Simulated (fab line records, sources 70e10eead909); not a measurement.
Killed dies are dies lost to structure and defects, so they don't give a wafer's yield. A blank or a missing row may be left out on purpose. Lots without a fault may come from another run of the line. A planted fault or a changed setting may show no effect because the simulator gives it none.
A struck lot beside a sound one | flow nand_harc | 21 steps out of a route of 1159
Sound: wafers L128.2, L128.3, L128.4. Struck: wafers L135.3, L135.4. (L135.2 of the same lot was not struck and is left out.) The cause comes at the end.
At each step with rows: each side's tool, then ch and its chambers, then its first start. Under that, the readings that differ: sound wafers | struck wafers | difference of the means | sigmas: that difference in standard deviations of wafers without a fault.
alike: readings whose means differ by less than 2 such deviations, and words and numbers that are the same on both sides. not compared: withheld readings, readings that some wafer has no value for, bounds like >300 that may hide the same value, and numbers for which the record gives no deviation and whose values overlap.
The two part at a step that has a row with sigmas, a row that says differs or no value, or rows on one side only. Numbers that don't overlap but have no deviation are shown without sigmas and don't part them. A reading that every wafer of one side lacks parts them only if that side has two wafers or more.

NHARC_A_CONTACT_CMP_20: polishes, t overpolish 30 s, target thk 300 nm.
  sound on cmp-01 ch 0,1,3, day 17 04:15; struck on cmp-01 ch 0,2, day 19 09:10
  alike: motor_current_A, overpolish_run_s, pad_life_wafers, slurry_flow_ml_min, time_to_endpoint_s
then, 1 step without rows for these wafers: NHARC_A_CONTACT_SRD_22.
NHARC_A_CONTACT_INSPECT_23:
  sound on defect_inspect-02, day 17 04:39; struck on defect_inspect-01, day 19 09:34
  alike: raw_defect_count
then, 8 steps without rows for these wafers: NHARC_A_BLC_DEHYDRATE_00 (time 120 s); NHARC_A_BLC_HMDS_01 (time 30 s); NHARC_A_BLC_COAT_02 (time 75 s); NHARC_A_BLC_COAT_03 (time 65 s); NHARC_A_BLC_COAT_04 (resist thk 90 nm); NHARC_A_BLC_SOFTBAKE_05 (time 55 s); NHARC_A_BLC_EBR_06; NHARC_A_BLC_EXPOSE_07 (exposes mask A BLC, target cd 100 nm).
NHARC_A_BLC_PEB_08: peb time 65 s.
  sound on litho_track-06 ch 0, day 17 05:05; struck on litho_track-04 ch 0, day 19 09:52
  alike: heater_power_total_W, plate_temp_C
then, 1 step without rows for these wafers: NHARC_A_BLC_DEVELOP_09 (develop time 35 s).
NHARC_A_BLC_CD_MEAS_10: target cd 100 nm.
  sound on cd_sem-02 ch 0, day 17 05:10; struck on cd_sem-01 ch 0, day 19 09:57
  reading    | sound             | struck      | difference | sigmas
  cd_nm (nm) | 100.6 100.0 100.2 | 105.4 105.2 | +5.0       | +11
NHARC_A_BLC_OVL_MEAS_11:
  sound on overlay-01, day 17 05:14; struck on overlay-02, day 19 10:02
  alike: overlay_x_nm, overlay_y_nm
NHARC_A_BLC_INSPECT_12:
  sound on defect_inspect-01, day 17 05:17; struck on defect_inspect-01, day 19 10:05
  alike: raw_defect_count
NHARC_A_BLC_DESCUM_15: chemistry O2, time 3 s.
  sound on rie_diel-12 ch 0,1,2, day 17 05:20; struck on rie_diel-12 ch 0,3, day 19 10:09
  reading                | sound            | struck      | difference | sigmas
  rf_hours_counter_h (h) | 0 0 0            | 5 5         | +5         |
  model.A_BLC.cd_nm (nm) | 100.6 100.4 99.9 | 105.1 104.9 | +4.7       |
  alike: drypump_motor_current_A, oes_product_au, rf_vpp_V, showerhead_plenum_p_Torr, throttle_valve_pct
NHARC_A_BLC_ETCH_16: etches the open film in CF4, target depth 39 nm, time 65 s.
  sound on rie_diel-12 ch 0,2,3, day 17 05:26; struck on rie_diel-12 ch 0,1, day 19 10:13
  reading                | sound | struck | difference | sigmas
  rf_hours_counter_h (h) | 0 0 0 | 5 5    | +5         |
  alike: bias_w, drypump_motor_current_A, oes_product_au, rf_vpp_V, showerhead_plenum_p_Torr, throttle_valve_pct
NHARC_A_BLC_ETCH_17: etches the open film in N2/H2, target depth 390 nm, time 609.38 s.
  sound on rie_diel-12 ch 0,2,3; struck on rie_diel-12 ch 2,3
  reading                | sound | struck | difference | sigmas
  rf_hours_counter_h (h) | 0 0 0 | 5 5    | +5         |
  alike: bias_w, drypump_motor_current_A, h2_flow_sccm, oes_product_au, rf_vpp_V, showerhead_plenum_p_Torr, throttle_valve_pct
NHARC_A_BLC_ETCH_18: etches the open film in C4F8/O2/Ar, target depth 910 nm.
  sound on rie_diel-12 ch 0,1,3; struck on rie_diel-12 ch 0,1
  reading                | sound             | struck      | difference | sigmas
  rf_hours_counter_h (h) | 0 0 0             | 5 5         | +5         |
  model.A_BLC.cd_nm (nm) | 103.5 100.5 103.5 | 105.2 103.6 | +1.9       |
  alike: bias_w, oes_product_au, rf_vpp_V
NHARC_A_BLC_CD_MEAS_19:
  sound on cd_sem-03, day 17 06:19; struck on cd_sem-01, day 19 11:07
  alike: cd_nm

WHERE THEY PART
Only at NHARC_A_BLC_CD_MEAS_10, within this record. Later steps at which nothing parts them and some readings are alike: NHARC_A_BLC_OVL_MEAS_11, NHARC_A_BLC_INSPECT_12, NHARC_A_BLC_DESCUM_15, NHARC_A_BLC_ETCH_16, NHARC_A_BLC_ETCH_17, NHARC_A_BLC_ETCH_18, NHARC_A_BLC_CD_MEAS_19.

WHY: what the simulator had put in
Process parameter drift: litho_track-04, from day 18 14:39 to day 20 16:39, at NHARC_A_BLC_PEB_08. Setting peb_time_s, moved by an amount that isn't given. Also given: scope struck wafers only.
